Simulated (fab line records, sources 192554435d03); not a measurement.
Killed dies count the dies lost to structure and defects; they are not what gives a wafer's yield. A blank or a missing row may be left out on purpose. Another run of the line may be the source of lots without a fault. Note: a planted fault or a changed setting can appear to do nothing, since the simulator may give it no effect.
Chamber matching | flow n5Finfet | N5_BEOL_M13_ETCH_59 on rieDiel-06: 4 sister chambers
The step etches BARC in N2/H2, target depth 89 nm, overetch 26.7 nm, time 67.9 s. 8 wafers are shown with their chamber, then 7 later ones without.

## WAFERS, EACH WITH ITS CHAMBER
wafer  | chamber | drypumpMotorCurrentA (A) | showerheadPlenumPTorr (Torr)
L075.3 | 0       | 5.8                      | 2.52
L083.3 | 2       | 5.5                      | 2.52
L083.5 | 1       | 5.9                      | 2.64
L088.2 | 0       | 5.8                      | 2.51
L088.4 | 3       | 5.7                      | 2.58
L088.6 | 3       | 5.8                      | 2.58
L089.2 | 2       | 5.5                      | 2.51
L089.3 | 1       | 5.9                      | 2.63

## WAFERS WITH NO CHAMBER GIVEN
wafer  | drypumpMotorCurrentA (A) | showerheadPlenumPTorr (Torr)
L089.6 | 5.8                      | 2.51
L090.4 | 5.9                      | 2.63
L090.5 | 5.9                      | 2.63
L090.6 | 5.6                      | 2.51
L095.2 | 5.8                      | 2.57
L095.3 | 5.9                      | 2.63
L095.5 | 5.5                      | 2.51

## EACH ONE'S CHAMBER
wafer  | from the rows above | in truth
L089.6 | 0                   | 0
L090.4 | 1                   | 1
L090.5 | 1                   | 1
L090.6 | 2                   | 2
L095.2 | 3                   | 3
L095.3 | 1                   | 1
L095.5 | 2                   | 2
Placed correctly: 7 of 7. From these rows, 0 cannot be placed. Number placed wrongly: 0.
How it was worked out, from the rows above alone: a wafer's distance from a chamber is the root of the sum, over the readings, of the square of ((its reading less the chamber's mean) divided by the reading's scatter). If the next closest chamber is less than 2 further off than the closest, the wafer can't be placed; otherwise it belongs to the closest. Each chamber's mean is taken over the wafers shown for it. The scatter: the root of (the sum of the squares of (reading less its chamber's mean) over the shown wafers, divided by (wafers less chambers)).
